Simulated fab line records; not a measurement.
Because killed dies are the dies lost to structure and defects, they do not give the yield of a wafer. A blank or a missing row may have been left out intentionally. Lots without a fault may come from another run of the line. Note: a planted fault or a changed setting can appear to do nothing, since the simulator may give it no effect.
Lot-split experiment :: flow n5Finfet :: 21 wafers read across 7 lots, on a route 1938 steps long

## THE SPLIT
At N5_BEOL_M4_PECVD_72 (deposits SiO2 from TEOS/O2, target thk 16 nm, time 18 s), the setting timeS was moved away from the recipe's 18 s on 7 of the 21 wafers read, by -11.1% to +9.7%. This setting was run at the recipe's value on the other wafers.

Reading taken at the split's own step.

## THE READING
SiO2_of_BEOL_M4_PECVD_72.thkNm (the simulator's own value, which no gauge read), in nm, at N5_BEOL_M4_PECVD_72 (deposits SiO2 from TEOS/O2, target thk 16 nm, time 18 s). The file does not state a usual value for it. The 14 wafers here that ran the recipe average 16.1 nm, standard deviation 0.21 nm.

wafer: L076.2
tool, chamber at the split: pecvd-02, 0
timeS as run, s: 18
against the recipe: recipe
SiO2_of_BEOL_M4_PECVD_72.thkNm, nm: 15.6
against lot-mates on the recipe: -

wafer: L076.4
tool, chamber at the split: pecvd-02, 0
timeS as run, s: 16.33
against the recipe: -9.3%
SiO2_of_BEOL_M4_PECVD_72.thkNm, nm: 14.2
against lot-mates on the recipe: -1.4

wafer: L076.6
tool, chamber at the split: pecvd-02, 2
timeS as run, s: 16.33
against the recipe: -9.3%
SiO2_of_BEOL_M4_PECVD_72.thkNm, nm: 14.4
against lot-mates on the recipe: -1.2

wafer: L083.1
tool, chamber at the split: pecvd-01, 1
timeS as run, s: 16.35
against the recipe: -9.2%
SiO2_of_BEOL_M4_PECVD_72.thkNm, nm: 14.6
against lot-mates on the recipe: -1.6

wafer: L083.4
tool, chamber at the split: pecvd-01, 1
timeS as run, s: 18
against the recipe: recipe
SiO2_of_BEOL_M4_PECVD_72.thkNm, nm: 16.2
against lot-mates on the recipe: -

wafer: L083.5
tool, chamber at the split: pecvd-01, 2
timeS as run, s: 16.35
against the recipe: -9.2%
SiO2_of_BEOL_M4_PECVD_72.thkNm, nm: 15
against lot-mates on the recipe: -1.2

wafer: L085.1
tool, chamber at the split: pecvd-04, 0
timeS as run, s: 18
against the recipe: recipe
SiO2_of_BEOL_M4_PECVD_72.thkNm, nm: 15.8
against lot-mates on the recipe: -

wafer: L085.5
tool, chamber at the split: pecvd-04, 0,2
timeS as run, s: 18
against the recipe: recipe
SiO2_of_BEOL_M4_PECVD_72.thkNm, nm: 16.2
against lot-mates on the recipe: -

wafer: L085.6
tool, chamber at the split: pecvd-04, 0,2
timeS as run, s: 18
against the recipe: recipe
SiO2_of_BEOL_M4_PECVD_72.thkNm, nm: 16.2
against lot-mates on the recipe: -

wafer: L086.2
tool, chamber at the split: pecvd-01, 0
timeS as run, s: 19.75
against the recipe: +9.7%
SiO2_of_BEOL_M4_PECVD_72.thkNm, nm: 17.2
against lot-mates on the recipe: +1.0

wafer: L086.3
tool, chamber at the split: pecvd-01, 2
timeS as run, s: 18
against the recipe: recipe
SiO2_of_BEOL_M4_PECVD_72.thkNm, nm: 16
against lot-mates on the recipe: -

wafer: L086.6
tool, chamber at the split: pecvd-01, 1
timeS as run, s: 18
against the recipe: recipe
SiO2_of_BEOL_M4_PECVD_72.thkNm, nm: 16.4
against lot-mates on the recipe: -

wafer: L089.2
tool, chamber at the split: pecvd-01, 2
timeS as run, s: 18
against the recipe: recipe
SiO2_of_BEOL_M4_PECVD_72.thkNm, nm: 16.2
against lot-mates on the recipe: -

wafer: L089.4
tool, chamber at the split: pecvd-01, 2
timeS as run, s: 18
against the recipe: recipe
SiO2_of_BEOL_M4_PECVD_72.thkNm, nm: 16.2
against lot-mates on the recipe: -

wafer: L089.6
tool, chamber at the split: pecvd-01, 1
timeS as run, s: 18
against the recipe: recipe
SiO2_of_BEOL_M4_PECVD_72.thkNm, nm: 16
against lot-mates on the recipe: -

wafer: L088.2
tool, chamber at the split: pecvd-01, 2
timeS as run, s: 18
against the recipe: recipe
SiO2_of_BEOL_M4_PECVD_72.thkNm, nm: 16.4
against lot-mates on the recipe: -

wafer: L088.3
tool, chamber at the split: pecvd-01, 0
timeS as run, s: 18
against the recipe: recipe
SiO2_of_BEOL_M4_PECVD_72.thkNm, nm: 16
against lot-mates on the recipe: -

wafer: L088.4
tool, chamber at the split: pecvd-01, 0
timeS as run, s: 18
against the recipe: recipe
SiO2_of_BEOL_M4_PECVD_72.thkNm, nm: 16.2
against lot-mates on the recipe: -

wafer: L096.1
tool, chamber at the split: pecvd-04, 2
timeS as run, s: 16
against the recipe: -11.1%
SiO2_of_BEOL_M4_PECVD_72.thkNm, nm: 14.6
against lot-mates on the recipe: -1.6

wafer: L096.2
tool, chamber at the split: pecvd-04, 1
timeS as run, s: 16
against the recipe: -11.1%
SiO2_of_BEOL_M4_PECVD_72.thkNm, nm: 14.2
against lot-mates on the recipe: -2.0

wafer: L096.6
tool, chamber at the split: pecvd-04, 1
timeS as run, s: 18
against the recipe: recipe
SiO2_of_BEOL_M4_PECVD_72.thkNm, nm: 16.2
against lot-mates on the recipe: -
Rows listing several chambers each stand for several wafers; the file does not say which wafer went through which chamber.

FIT RESULTS
A straight line over all 21 wafers: SiO2_of_BEOL_M4_PECVD_72.thkNm changes by +0.152 nm for each +1% of timeS; r = +0.96; the points scatter about the line by 0.25 nm.
The same after taking each lot's own level away (the mean of its wafers on the recipe; 21 wafers): +0.143 nm for each +1%; r = +0.97; scatter 0.19 nm.
On that fit, the largest move of timeS shifts the reading by 1.6 nm.
From 15.60 to 16.20 nm: that is the span of the lots' own levels, equal to 2.9 times the standard deviation above.
Hence the lot-to-lot level has little effect on the slope; both slopes agree.
Check: for one of the wafers moved furthest among these (-11.1%), held out of the fit, the line's prediction against its lot-mates is -1.64 nm. It came out at -1.6 nm against them.

## THESE WAFERS: OTHER SPLITS
Note: prior to the reading, these wafers also went through further splits. Each is held against what the fit with the lots' levels taken away leaves over:
other split on the same wafers: N5_BEOL_M3_EXPOSE_25 doseMj
wafers away from the commonest value: 7
r with SiO2_of_BEOL_M4_PECVD_72.thkNm (lot level and that fit taken away): +0.20

## THE FILE'S OWN FIT
SiO2_of_BEOL_M4_PECVD_72.thkNm changes by +0.141 nm for each +1% of timeS, r = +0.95.
